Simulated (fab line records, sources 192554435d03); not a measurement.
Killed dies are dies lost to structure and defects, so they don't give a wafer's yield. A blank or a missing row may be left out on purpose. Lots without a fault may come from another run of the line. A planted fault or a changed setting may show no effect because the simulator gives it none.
Chamber matching | flow n5_finfet | N5_FIN_SAQP_HM_DEP_03 on pecvd-02: 3 sister chambers
The step deposits SiNx from SiH4/NH3/N2, target thk 38 nm, time 33.6 s. 22 wafers are shown with their chamber, then 11 later ones without.

WAFERS WITH THEIR CHAMBER
wafer  | chamber | throttle_valve_pct (%) | showerhead_plenum_p_Torr (Torr) | heater_power_w (W)
L075.2 | 0       | 38.3                   | 5.08                            | 774
L075.3 | 0       | 38.6                   | 5.09                            | 748
L075.5 | 0       | 38.5                   | 5.09                            | 779
L076.1 | 0       | 38.7                   | 5.08                            | 740
L076.2 | 1       | 42.0                   | 5.21                            | 748
L076.4 | 1       | 41.9                   | 5.19                            | 756
L079.2 | 2       | 34.8                   | 5.12                            | 712
L079.3 | 1       | 41.6                   | 5.20                            | 716
L079.4 | 2       | 34.6                   | 5.12                            | 724
L082.1 | 1       | 41.7                   | 5.21                            | 716
L082.2 | 2       | 34.7                   | 5.11                            | 656
L082.6 | 2       | 34.5                   | 5.12                            | 643
L084.2 | 1       | 41.9                   | 5.20                            | 765
L084.4 | 2       | 34.6                   | 5.13                            | 688
L084.6 | 0       | 38.4                   | 5.10                            | 740
L085.1 | 2       | 34.7                   | 5.13                            | 716
L085.4 | 2       | 34.7                   | 5.13                            | 745
L085.5 | 1       | 41.5                   | 5.20                            | 752
L088.1 | 1       | 41.7                   | 5.19                            | 660
L088.3 | 2       | 35.0                   | 5.13                            | 746
L088.4 | 0       | 38.6                   | 5.09                            | 765
L089.4 | 1       | 41.6                   | 5.21                            | 703

SIGNATURES (means of the wafers above)
reading                  | chamber 0 | chamber 1 | chamber 2 | scatter within a chamber
throttle_valve_pct       | 38.517    | 41.737    | 34.700    | 0.16
showerhead_plenum_p_Torr | 5.0883    | 5.2012    | 5.1238    | 0.00781
heater_power_w           | 757.67    | 727.00    | 703.75    | 32.8
Rule: a wafer's distance from a chamber is the root of the sum, over the readings, of the square of ((its reading less the chamber's mean) divided by the reading's scatter). The wafer belongs to the nearest chamber; if the next one is less than 2 further off, it can't be placed. The scatter: the root of (the sum of the squares of (reading less its chamber's mean) over the shown wafers, divided by (wafers less chambers)).

WAFERS WITHOUT THEIR CHAMBER
wafer  | throttle_valve_pct (%) | showerhead_plenum_p_Torr (Torr) | heater_power_w (W)
L089.5 | 38.7                   | 5.10                            | 699
L089.6 | 34.9                   | 5.11                            | 731
L091.1 | 41.8                   | 5.20                            | 781
L091.3 | 39.0                   | 5.08                            | 766
L091.6 | 34.7                   | 5.13                            | 625
L093.1 | 41.6                   | 5.21                            | 634
L093.4 | 34.8                   | 5.14                            | 708
L093.6 | 41.8                   | 5.20                            | 616
L097.2 | 34.7                   | 5.13                            | 747
L097.3 | 38.9                   | 5.09                            | 716
L097.5 | 38.6                   | 5.09                            | 724

WHICH CHAMBER EACH WENT THROUGH
wafer  | from the rows above | in truth
L089.5 | 0                   | 0
L089.6 | 2                   | 2
L091.1 | 1                   | 1
L091.3 | 0                   | 0
L091.6 | 2                   | 2
L093.1 | 1                   | 1
L093.4 | 2                   | 2
L093.6 | 1                   | 1
L097.2 | 2                   | 2
L097.3 | 0                   | 0
L097.5 | 0                   | 0
Placed correctly: 11 of 11. Can't be placed from these rows: 0. Placed wrongly: 0.
